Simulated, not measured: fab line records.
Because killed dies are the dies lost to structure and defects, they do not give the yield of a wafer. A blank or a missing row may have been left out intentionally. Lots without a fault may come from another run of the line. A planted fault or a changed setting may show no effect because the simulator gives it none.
fab line records || flow n5Finfet
record: {"lots": 4, "wafers": 12, "lastDay": 15}
route steps=1938 shown BEOL_M10@1529 BEOL_M11@1536 PASSIVATION@1936
lots untouched by any fault: they come from a run of this same line in which no faults occurred
startH: the number of hours between the record's first day and the start of the first shown wafer of the lot || waitH: hours elapsed since this lot's preceding step || " repeats the value in the row above || L1.1+2: a single row standing in for several wafers || - no value present, or no start provided || * or withheld: withheld || < > ~ a bound
route shown NAME@n: a module of which the file shows steps, and the number in the route of the first || usual: average and standard deviation across the fault-free wafers || same: alike in all rows || chamber/n: place in a boat || sites: per-site readings || _std_site: standard deviation of those values || _edge_site: outer sites' mean less inner sites' || radiusMm: how far each site lies from the wafer's centre || mask NAME#n: copy n || behind: the tool/chamber that last shaped the wafer || hold: why the lot was held/for how many hours/how that ended || device: which transistor (n, p or np) failed to switch || end of line: the tests these same wafers got at the end of their route || a step with no rows: only its recipe || killed: dies that structure and defects cost at the first sort, which is not the same as the wafer's yield || map: per-die view of a wafer (x killed, . not killed, _ where there is no die)
set.NAME: the setting that was run; set.NAME@STEP: the one run at that earlier step || model.NAME: the simulator's own value behind a step, which no gauge read
certain route steps with their lots: each step a table, each wafer a row
services: the hour from which a tool's chamber was out of use, counted from the record's first day as startH (under 0 if before that day), plus the number of hours and why
== steps ==
step: N5_BEOL_M10_ANNEAL_51
recipe: {"tempC": 225, "timeS": 90, "ambient": "N2"}
step: N5_BEOL_M10_CMP_52
recipe: {"stopOn": "SiCOH_lowk", "tOverpolishS": 7, "downForcePsi": 1, "platenRpm": 50, "clearingPlatenDownForcePsi": 1.5, "clearingPlatenRpm": 50, "postCmpClean": "cuAlkaline", "targetThkNm": 140, "clearingPlatenPadVelocityMS": 0.99484, "padVelocityMS": 0.99484}
step: N5_BEOL_M10_PRE_CLEAN_55
recipe: {"gas": "NH3", "timeS": 15, "tempC": "withheld", "rfPowerW": 300}
step: N5_BEOL_M10_DEP_56
recipe: {"material": "SiCN", "targetThkA": 150, "tempC": "withheld", "precursor": "3MS/NH3", "pressureTorr": 3, "rfW": 202, "timeS": 26.5}
step: N5_BEOL_M11_ILD_DEP_00
recipe: {"material": "SiCOH_lowk", "targetThkA": 3085.1, "tempC": 300, "precursor": "DEMS/porogen", "pressureTorr": 5, "rfW": 500, "timeS": 58}
step: N5_BEOL_M11_CURE_71
recipe: {"tempC": 385, "timeS": 240, "ambient": "He/Ar", "material": "SiCOH_lowk"}
step: N5_BEOL_M11_PECVD_70
recipe: {"material": "SiO2", "targetThkA": 200, "tempC": 400, "precursor": "TEOS/O2", "pressureTorr": 5.5, "rfW": 450, "teosFlowSccm": 53.8, "gas": "O2", "flowSccm": 3000, "timeS": 22.7}
step: N5_BEOL_M11_HM_DEP_02
recipe: {"material": "TiN", "targetThkA": 200, "tempC": 25, "chamberPressurePa": 0.49996}
step: N5_BEOL_M11_COAT_59
recipe: {"resist": "SOC", "tempC": 250, "timeS": 60, "spinRpm": 1500, "resistThkNm": 100}
usual: {"chillPlateTempC": "23.01/0.11", "heaterPowerTotalW": "500.3/1.8", "spinSpeedRpm": "1500.1/1.2"}
{"lot.wafer": "L242.3", "tool": "lithoTrack-04", "chamber": 0, "startH": 253.65, "waitH": 0.1, "chillPlateTempC": 23.04, "heaterPowerTotalW": 497.9, "spinSpeedRpm": 1500.2, "model.SOC_of_BEOL_M11_COAT_59.thkNm": 100.2}
{"lot.wafer": "L242.4", "tool": "lithoTrack-04", "chamber": 0, "startH": 253.65, "waitH": 0.1, "chillPlateTempC": 23.00, "heaterPowerTotalW": 502.4, "spinSpeedRpm": 1500.0, "model.SOC_of_BEOL_M11_COAT_59.thkNm": 100.2}
{"lot.wafer": "L242.6", "tool": "lithoTrack-04", "chamber": 0, "startH": 253.65, "waitH": 0.1, "chillPlateTempC": 22.82, "heaterPowerTotalW": 502.2, "spinSpeedRpm": 1500.9, "model.SOC_of_BEOL_M11_COAT_59.thkNm": 100.2}
{"lot.wafer": "L241.1", "tool": "lithoTrack-04", "chamber": 0, "startH": 253.87, "waitH": 0.1, "chillPlateTempC": 23.09, "heaterPowerTotalW": 499.7, "spinSpeedRpm": 1640.1, "model.SOC_of_BEOL_M11_COAT_59.thkNm": 96}
{"lot.wafer": "L241.2", "tool": "lithoTrack-04", "chamber": 0, "startH": 253.87, "waitH": 0.1, "chillPlateTempC": 22.94, "heaterPowerTotalW": 502.3, "spinSpeedRpm": 1639.4, "model.SOC_of_BEOL_M11_COAT_59.thkNm": 96}
{"lot.wafer": "L241.3", "tool": "lithoTrack-04", "chamber": 0, "startH": 253.87, "waitH": 0.1, "chillPlateTempC": 22.96, "heaterPowerTotalW": 499.9, "spinSpeedRpm": 1640.9, "model.SOC_of_BEOL_M11_COAT_59.thkNm": 96.4}
{"lot.wafer": "L247.3", "tool": "lithoTrack-04", "chamber": 0, "startH": 289.16, "waitH": 0.1, "chillPlateTempC": 23.02, "heaterPowerTotalW": 500.1, "spinSpeedRpm": 1640.4, "model.SOC_of_BEOL_M11_COAT_59.thkNm": 95.4}
{"lot.wafer": "L247.5", "tool": "lithoTrack-04", "chamber": 0, "startH": 289.16, "waitH": 0.1, "chillPlateTempC": 23.14, "heaterPowerTotalW": 497.9, "spinSpeedRpm": 1641.2, "model.SOC_of_BEOL_M11_COAT_59.thkNm": 95.6}
{"lot.wafer": "L247.6", "tool": "lithoTrack-04", "chamber": 0, "startH": 289.16, "waitH": 0.1, "chillPlateTempC": 22.97, "heaterPowerTotalW": 502.7, "spinSpeedRpm": 1640.2, "model.SOC_of_BEOL_M11_COAT_59.thkNm": 95.4}
{"lot.wafer": "L254.1", "tool": "lithoTrack-03", "chamber": 0, "startH": 321.80, "waitH": 0.1, "chillPlateTempC": 23.00, "heaterPowerTotalW": 503.0, "spinSpeedRpm": 1500.8, "model.SOC_of_BEOL_M11_COAT_59.thkNm": 100}
{"lot.wafer": "L254.3", "tool": "lithoTrack-03", "chamber": 0, "startH": 321.80, "waitH": 0.1, "chillPlateTempC": 23.05, "heaterPowerTotalW": 497.3, "spinSpeedRpm": 1498.7, "model.SOC_of_BEOL_M11_COAT_59.thkNm": 100}
{"lot.wafer": "L254.4", "tool": "lithoTrack-03", "chamber": 0, "startH": 321.80, "waitH": 0.1, "chillPlateTempC": 22.91, "heaterPowerTotalW": 502.3, "spinSpeedRpm": 1502.1, "model.SOC_of_BEOL_M11_COAT_59.thkNm": 100}
step: N5_BEOL_M11_COAT_60
recipe: {"resist": "SiARC", "tempC": 220, "timeS": 60, "spinRpm": 1500, "resistThkNm": 30}
step: N5_BEOL_M11_COAT_05
recipe: {"resist": "CAR-ArF", "spinRpm": 1500, "resistThkNm": 90}
step: N5_BEOL_M11_EBR_07
recipe: {"solvent": "PGMEA", "ebrWidthMm": 1.5}
step: N5_BEOL_M11_SOFTBAKE_06
recipe: {"tempC": 110, "timeS": 60, "resist": "CAR-ArF"}
step: N5_BEOL_M11_EXPOSE_08
recipe: {"maskId": "M11", "na": 1.35, "sourceShape": "dipole", "sigmaInner": 0.411, "sigmaOuter": 0.611, "polarization": "te", "doseMj": 53.75}
step: N5_BEOL_M11_PEB_09
recipe: {"pebTempC": "withheld", "pebTimeS": 60, "resist": "CAR-ArF"}
step: N5_BEOL_M11_DEVELOP_10
recipe: {"developTimeS": 30, "developer": "TMAH", "resist": "CAR-ArF", "rinseLiquid": "diw", "dry": "airSpin", "devTempC": 23}
step: N5_BEOL_M11_DESCUM_16
recipe: {"chemistry": "O2", "timeS": 7.9, "sourcePowerW": 50, "biasPowerW": 20, "pressureMtorr": 20, "rfFrequencyHz": 2.712e+07, "tempC": 40, "resist": "CAR-ArF", "o2FlowSccm": 225}
step: N5_BEOL_M11_ETCH_61
recipe: {"chemistry": "CF4", "target": "SiARC", "targetDepthA": 390, "maskMaterial": "CAR-ArF", "timeS": 65, "ionEnergyEv": 80, "pressureMtorr": 40, "sourceW": 545, "biasW": 36, "Ar_flow_sccm": 100, "cf4FlowSccm": 100, "ends": "cleared"}
step: N5_BEOL_M11_ETCH_62
recipe: {"chemistry": "N2/H2", "target": "SOC", "targetDepthA": 1100, "overetchA": 220, "maskMaterial": "SiARC", "tempC": 40, "timeS": 165, "ionEnergyEv": 200, "pressureMtorr": 30, "sourceW": 840, "biasW": 150, "n2FlowSccm": 200, "h2FlowSccm": 200}
usual: {"chamberPressureMTorr": "29.999/0.027", "drypumpMotorCurrentA": "5.9/0.54", "oesProductAu": "0.65/0.053", "rfFwdPowerW": "837.4/2.6", "rfVppV": "524.1/2.5", "showerheadPlenumPTorr": "2.55/0.086", "throttleValvePct": "17.84/0.23"}
{"lot.wafer": "L242.3", "tool": "rieDiel-04", "chamber": 1, "startH": 254.06, "waitH": 0.0, "chamberPressureMTorr": 30.014, "drypumpMotorCurrentA": 5.0, "oesProductAu": 0.71, "rfFwdPowerW": 839.6, "rfHoursCounterH": 53, "rfVppV": 525.1, "showerheadPlenumPTorr": 2.61, "throttleValvePct": 17.96, "model.etch.depthNm": 100.2}
{"lot.wafer": "L242.4", "tool": "rieDiel-04", "chamber": 2, "startH": 254.06, "waitH": 0.0, "chamberPressureMTorr": 30.035, "drypumpMotorCurrentA": 5.7, "oesProductAu": 0.62, "rfFwdPowerW": 833.7, "rfHoursCounterH": 189, "rfVppV": 520.9, "showerheadPlenumPTorr": 2.43, "throttleValvePct": 17.70, "model.etch.depthNm": 100.3}
{"lot.wafer": "L242.6", "tool": "rieDiel-04", "chamber": 2, "startH": 254.06, "waitH": 0.0, "chamberPressureMTorr": 30.064, "drypumpMotorCurrentA": 5.7, "oesProductAu": 0.62, "rfFwdPowerW": 833.3, "rfHoursCounterH": "-", "rfVppV": 520.4, "showerheadPlenumPTorr": 2.43, "throttleValvePct": 17.71, "model.etch.depthNm": 100.2}
{"lot.wafer": "L241.1", "tool": "rieDiel-02", "chamber": 1, "startH": 254.42, "waitH": 0.0, "chamberPressureMTorr": 30.012, "drypumpMotorCurrentA": 5.4, "oesProductAu": 0.61, "rfFwdPowerW": 837.2, "rfHoursCounterH": 184, "rfVppV": 523.3, "showerheadPlenumPTorr": 2.53, "throttleValvePct": 17.81, "model.etch.depthNm": 96.01}
{"lot.wafer": "L241.2", "tool": "rieDiel-02", "chamber": 3, "startH": 254.42, "waitH": 0.0, "chamberPressureMTorr": 30.000, "drypumpMotorCurrentA": 6.0, "oesProductAu": 0.58, "rfFwdPowerW": 837.6, "rfHoursCounterH": 201, "rfVppV": 522.0, "showerheadPlenumPTorr": 2.51, "throttleValvePct": 18.13, "model.etch.depthNm": 96.05}
{"lot.wafer": "L241.3", "tool": "rieDiel-02", "chamber": 0, "startH": 254.42, "waitH": 0.0, "chamberPressureMTorr": 29.994, "drypumpMotorCurrentA": 5.6, "oesProductAu": 0.75, "rfFwdPowerW": 833.6, "rfHoursCounterH": 20, "rfVppV": 525.8, "showerheadPlenumPTorr": 2.62, "throttleValvePct": 17.96, "model.etch.depthNm": 96.36}
{"lot.wafer": "L247.3", "tool": "rieDiel-04", "chamber": 1, "startH": 289.72, "waitH": 0.0, "chamberPressureMTorr": 29.974, "drypumpMotorCurrentA": 5.0, "oesProductAu": 0.69, "rfFwdPowerW": 831.5, "rfHoursCounterH": 68, "rfVppV": 525.2, "showerheadPlenumPTorr": 2.60, "throttleValvePct": 17.98, "model.etch.depthNm": 95.39}
{"lot.wafer": "L247.5", "tool": "rieDiel-04", "chamber": 0, "startH": 289.72, "waitH": 0.0, "chamberPressureMTorr": 30.005, "drypumpMotorCurrentA": 6.1, "oesProductAu": 0.60, "rfFwdPowerW": 836.4, "rfHoursCounterH": "-", "rfVppV": 526.3, "showerheadPlenumPTorr": 2.64, "throttleValvePct": 18.12, "model.etch.depthNm": 95.52}
{"lot.wafer": "L247.6", "tool": "rieDiel-04", "chamber": 3, "startH": 289.72, "waitH": 0.0, "chamberPressureMTorr": 30.012, "drypumpMotorCurrentA": 6.7, "oesProductAu": 0.63, "rfFwdPowerW": 838.2, "rfHoursCounterH": "-", "rfVppV": 521.6, "showerheadPlenumPTorr": 2.42, "throttleValvePct": 17.60, "model.etch.depthNm": 95.48}
{"lot.wafer": "L254.1", "tool": "rieDiel-02", "chamber": 1, "startH": 322.34, "waitH": 0.0, "chamberPressureMTorr": 29.995, "drypumpMotorCurrentA": 5.4, "oesProductAu": 0.61, "rfFwdPowerW": 831.9, "rfHoursCounterH": 201, "rfVppV": 523.4, "showerheadPlenumPTorr": 2.53, "throttleValvePct": 17.84, "model.etch.depthNm": 100}
{"lot.wafer": "L254.3", "tool": "rieDiel-02", "chamber": 3, "startH": 322.34, "waitH": 0.0, "chamberPressureMTorr": 29.977, "drypumpMotorCurrentA": 6.0, "oesProductAu": 0.58, "rfFwdPowerW": 833.7, "rfHoursCounterH": 218, "rfVppV": 523.1, "showerheadPlenumPTorr": 2.50, "throttleValvePct": 18.18, "model.etch.depthNm": 100}
{"lot.wafer": "L254.4", "tool": "rieDiel-02", "chamber": 2, "startH": 322.34, "waitH": 0.0, "chamberPressureMTorr": 30.037, "drypumpMotorCurrentA": 6.2, "oesProductAu": 0.70, "rfFwdPowerW": 839.3, "rfHoursCounterH": 58, "rfVppV": 527.6, "showerheadPlenumPTorr": 2.67, "throttleValvePct": 17.58, "model.etch.depthNm": 99.96}
step: N5_BEOL_M11_STRIP_68
recipe: {"chemistry": "N2/H2", "tempC": 40, "n2FlowSccm": 200, "h2FlowSccm": 200, "rfFrequencyHz": 6e+07}
step: N5_BEOL_M11_STRIP_67
recipe: {"chemistry": "CF4", "resist": "SiARC", "powerW": 300, "biasPowerW": 75, "pressureMtorr": 50, "cf4FlowSccm": 150, "rfFrequencyHz": 6e+07}
step: N5_BEOL_M11_HM_OPEN_17
recipe: {"chemistry": "Cl2/BCl3", "targetDepthA": 200, "overetchA": 60, "target": "TiN", "maskMaterial": "SOC", "ionEnergyEv": 150, "pressureMtorr": 10, "icpW": 1000, "biasW": 126, "Cl2_flow_sccm": 53.25, "bcl3FlowSccm": 21.75, "Ar_flow_sccm": 25}
usual: {"bcl3FlowSccm": "21.75/0.066", "chamberPressureMTorr": "10.001/0.014", "drypumpMotorCurrentA": "5.78/0.27", "mfcArSccm": "25.01/0.078", "oesProductAu": "0.66/0.036", "rfFwdPowerW": "994/3.9", "throttleValvePct": "22.2/0.36"}
{"lot.wafer": "L242.3", "tool": "rieMetal-01", "chamber": 1, "startH": 254.28, "waitH": 0.1, "bcl3FlowSccm": 21.85, "chamberPressureMTorr": 10.009, "drypumpMotorCurrentA": 5.22, "mfcArSccm": 24.99, "oesProductAu": 0.62, "rfFwdPowerW": 999, "rfHoursCounterH": "-", "throttleValvePct": 22.2, "model.SOC_of_BEOL_M11_COAT_59.thkNm": 92.4}
{"lot.wafer": "L242.4", "tool": "rieMetal-01", "chamber": 0, "startH": 254.28, "waitH": 0.1, "bcl3FlowSccm": 21.79, "chamberPressureMTorr": 10.014, "drypumpMotorCurrentA": 5.97, "mfcArSccm": 24.91, "oesProductAu": 0.67, "rfFwdPowerW": 991, "rfHoursCounterH": "-", "throttleValvePct": 21.7, "model.SOC_of_BEOL_M11_COAT_59.thkNm": 92.6}
{"lot.wafer": "L242.6", "tool": "rieMetal-01", "chamber": 0, "startH": 254.28, "waitH": 0.1, "bcl3FlowSccm": 21.72, "chamberPressureMTorr": 10.002, "drypumpMotorCurrentA": 5.97, "mfcArSccm": 24.98, "oesProductAu": 0.66, "rfFwdPowerW": 991, "rfHoursCounterH": "-", "throttleValvePct": 21.8, "model.SOC_of_BEOL_M11_COAT_59.thkNm": 92.6}
{"lot.wafer": "L241.1", "tool": "rieMetal-02", "chamber": 0, "startH": 254.60, "waitH": 0.0, "bcl3FlowSccm": 21.81, "chamberPressureMTorr": 10.122, "drypumpMotorCurrentA": 6.01, "mfcArSccm": 24.98, "oesProductAu": 0.72, "rfFwdPowerW": 987, "rfHoursCounterH": 14, "throttleValvePct": 21.9, "model.SOC_of_BEOL_M11_COAT_59.thkNm": 88.2}
{"lot.wafer": "L241.2", "tool": "rieMetal-02", "chamber": 1, "startH": 254.60, "waitH": 0.0, "bcl3FlowSccm": 21.74, "chamberPressureMTorr": 9.993, "drypumpMotorCurrentA": 5.85, "mfcArSccm": 25.04, "oesProductAu": 0.67, "rfFwdPowerW": 996, "rfHoursCounterH": 37, "throttleValvePct": 22.9, "model.SOC_of_BEOL_M11_COAT_59.thkNm": 87.4}
{"lot.wafer": "L241.3", "tool": "rieMetal-02", "chamber": 0, "startH": 254.60, "waitH": 0.0, "bcl3FlowSccm": 21.84, "chamberPressureMTorr": 10.001, "drypumpMotorCurrentA": 6.02, "mfcArSccm": 25.10, "oesProductAu": 0.71, "rfFwdPowerW": 992, "rfHoursCounterH": "-", "throttleValvePct": 21.9, "model.SOC_of_BEOL_M11_COAT_59.thkNm": 88.6}
{"lot.wafer": "L247.3", "tool": "rieMetal-02", "chamber": 1, "startH": 289.93, "waitH": 0.1, "bcl3FlowSccm": 21.79, "chamberPressureMTorr": 10.017, "drypumpMotorCurrentA": 5.86, "mfcArSccm": 25.10, "oesProductAu": 0.67, "rfFwdPowerW": 993, "rfHoursCounterH": "-", "throttleValvePct": 22.8, "model.SOC_of_BEOL_M11_COAT_59.thkNm": 86.8}
{"lot.wafer": "L247.5", "tool": "rieMetal-02", "chamber": 0, "startH": 289.93, "waitH": 0.1, "bcl3FlowSccm": 21.71, "chamberPressureMTorr": 10.006, "drypumpMotorCurrentA": 5.97, "mfcArSccm": 25.02, "oesProductAu": 0.72, "rfFwdPowerW": 989, "rfHoursCounterH": "-", "throttleValvePct": 21.9, "model.SOC_of_BEOL_M11_COAT_59.thkNm": 87.8}
{"lot.wafer": "L247.6", "tool": "rieMetal-02", "chamber": 1, "startH": 289.93, "waitH": 0.1, "bcl3FlowSccm": 21.73, "chamberPressureMTorr": 9.985, "drypumpMotorCurrentA": 5.88, "mfcArSccm": 25.07, "oesProductAu": 0.66, "rfFwdPowerW": 998, "rfHoursCounterH": "-", "throttleValvePct": 22.8, "model.SOC_of_BEOL_M11_COAT_59.thkNm": 86.8}
{"lot.wafer": "L254.1", "tool": "rieMetal-01", "chamber": 0, "startH": 322.53, "waitH": 0.0, "bcl3FlowSccm": 21.87, "chamberPressureMTorr": 10.004, "drypumpMotorCurrentA": 5.99, "mfcArSccm": 25.00, "oesProductAu": 0.65, "rfFwdPowerW": 997, "rfHoursCounterH": 49, "throttleValvePct": 21.7, "model.SOC_of_BEOL_M11_COAT_59.thkNm": 92.4}
{"lot.wafer": "L254.3", "tool": "rieMetal-01", "chamber": 0, "startH": 322.53, "waitH": 0.0, "bcl3FlowSccm": 21.77, "chamberPressureMTorr": 10.012, "drypumpMotorCurrentA": 5.99, "mfcArSccm": 24.86, "oesProductAu": 0.65, "rfFwdPowerW": 993, "rfHoursCounterH": "-", "throttleValvePct": 21.8, "model.SOC_of_BEOL_M11_COAT_59.thkNm": 92.4}
{"lot.wafer": "L254.4", "tool": "rieMetal-01", "chamber": 1, "startH": 322.53, "waitH": 0.0, "bcl3FlowSccm": 21.84, "chamberPressureMTorr": 10.008, "drypumpMotorCurrentA": 5.25, "mfcArSccm": 25.04, "oesProductAu": 0.61, "rfFwdPowerW": 996, "rfHoursCounterH": "-", "throttleValvePct": 22.2, "model.SOC_of_BEOL_M11_COAT_59.thkNm": 92.2}
step: N5_BEOL_M11_STRIP_19
recipe: {"chemistry": "O2", "powerW": 400, "tempC": 40, "pressureMtorr": 30, "rfFrequencyHz": 6e+07, "biasPowerW": 0, "overashFraction": 0.2, "o2FlowSccm": 225}
step: N5_PASSIVATION_PROBE_49
usual: {"defectLimitedYield": "91.3/1.4", "killed_at_M0_to_M3": "32/9.5", "killed_at_M4_up": "14/5.2", "killedAtContacts": "13/5.7", "killedAtFrontEnd": "41/12", "killedAtOther": "3.5/2.6", "killedDies": "103/17", "killedOnRim": "14/4", "killedOpen": "68/14", "killedShort": "32/7", "sort_bin_5_function": "5.0/0.91", "sort_bin_6_memory": "3.3/0.7", "sort_bin_8_speed": "0.03/0.22", "sortNPass": "1076/17", "sortYieldPct": "91.2/1.4"}
same: {"grossDies": 1180, "killedAtBackSide": 0, "sort_bin_4_leakage[%]": 0}
{"lot.wafer": "L254.1", "tool": "prober-02", "chamber": "-", "startH": 364.73, "waitH": 0.0, "defectLimitedYield[%]": 92.3, "killed_at_M0_to_M3": 38, "killed_at_M4_up": 10, "killedAtContacts": 18, "killedAtFrontEnd": 23, "killedAtOther": 2, "killedDies": 91, "killedOnRim": 6, "killedOpen": 56, "killedShort": 34, "sort_bin_5_function[%]": 4.2, "sort_bin_6_memory[%]": 3.2, "sort_bin_8_speed[%]": 0, "sortNPass": 1089, "sortYieldPct[%]": 92.3}
{"lot.wafer": "L254.3", "tool": "prober-02", "chamber": "-", "startH": 364.83, "waitH": 0.1, "defectLimitedYield[%]": 90.4, "killed_at_M0_to_M3": 50, "killed_at_M4_up": 12, "killedAtContacts": 14, "killedAtFrontEnd": 35, "killedAtOther": 2, "killedDies": 113, "killedOnRim": 13, "killedOpen": 78, "killedShort": 34, "sort_bin_5_function[%]": 5.8, "sort_bin_6_memory[%]": 3.3, "sort_bin_8_speed[%]": 0, "sortNPass": 1067, "sortYieldPct[%]": 90.4}
{"lot.wafer": "L254.4", "tool": "prober-02", "chamber": "-", "startH": 364.88, "waitH": 0.2, "defectLimitedYield[%]": 90.8, "killed_at_M0_to_M3": 43, "killed_at_M4_up": 20, "killedAtContacts": 11, "killedAtFrontEnd": 31, "killedAtOther": 3, "killedDies": 108, "killedOnRim": 17, "killedOpen": 69, "killedShort": 29, "sort_bin_5_function[%]": 5.5, "sort_bin_6_memory[%]": 2.9, "sort_bin_8_speed[%]": 0, "sortNPass": 1072, "sortYieldPct[%]": 90.8}
killed by level:class
L254.1 BEOL_M0_SAQP:geometricParticle:short=12 MOL_CONTACT_COAG:geometricParticle:open=12 BEOL_M0_SAQP:geometricParticle:open=12 MOL_CONTACT_COAG:geometricParticle:short=6 FIN_SAQP:geometricParticle:open=4 BEOL_M2:geometricParticle:open=4 BEOL_M2:geometricParticle:short=4 BEOL_M5:geometricParticle:open=4
L254.3 BEOL_M0_SAQP:geometricParticle:open=21 STI_FIN_REVEAL:geometricParticle:open=15 MOL_CONTACT_COAG:geometricParticle:open=13 BEOL_M0_SAQP:geometricParticle:short=11 BEOL_M2:geometricParticle:open=6 BEOL_M4:geometricParticle:open=5 BEOL_M2:geometricParticle:short=4 BEOL_M6:geometricParticle:open=4
L254.4 BEOL_M0_SAQP:geometricParticle:open=10 MOL_CONTACT_COAG:geometricParticle:open=10 BEOL_M0_SAQP:geometricParticle:short=9 BEOL_M2:geometricParticle:open=9 BEOL_M4:geometricParticle:open=9 BEOL_M1:geometricParticle:open=8 HKMG_FIN:areaEtch=8 BEOL_M5:geometricParticle:open=5
== services ==
{"tool": "lithoTrack-03", "chamber": "-", "startH": 246.46, "hours": "-", "kind": "consumableReplace:filter"}
{"tool": "lithoTrack-04", "chamber": "-", "startH": 260.47, "hours": "-", "kind": "consumableReplace:filter"}
{"tool": "rieDiel-02", "chamber": 0, "startH": 264.59, "hours": 16.2, "kind": "repair"}
{"tool": "rieDiel-02", "chamber": "-", "startH": 271.50, "hours": 14.6, "kind": "pm"}
{"tool": "rieMetal-01", "chamber": "-", "startH": 281.69, "hours": 1.1, "kind": "repair"}
{"tool": "rieDiel-04", "chamber": 1, "startH": 310.45, "hours": 4.1, "kind": "repair"}
== key ==
firstSign: {"step": "N5_BEOL_M11_COAT_59", "reading": "spinSpeedRpm", "direction": "up", "sigmas": "99+", "usual": "*", "struck": "*"}
effect none on later readings
modelEffect: {"step": "N5_BEOL_M11_COAT_59", "value": "SOC_of_BEOL_M11_COAT_59.thkNm", "without": 100.2, "struck": 95.8}
modelEffect: {"step": "N5_BEOL_M11_ETCH_62", "value": "etch.depthNm", "without": 100.2, "struck": 95.8}
modelEffect: {"step": "N5_BEOL_M11_HM_OPEN_17", "value": "SOC_of_BEOL_M11_COAT_59.thkNm", "without": 91.93, "struck": 87.6}
metAt N5_BEOL_M11_COAT_59
struckWafers L241.1,L241.2,L241.3,L247.3,L247.5,L247.6
onsetBetween 253.65 253.87
fault: {"kind": "processParameterDrift", "tool": "lithoTrack-04", "chamber": "-", "onsetH": 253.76, "steps": "N5_BEOL_M11_COAT_59", "channel": "spinRpm", "offset": "*", "shape": "step", "endH": 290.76, "actsIn": "*", "stated": "*"}
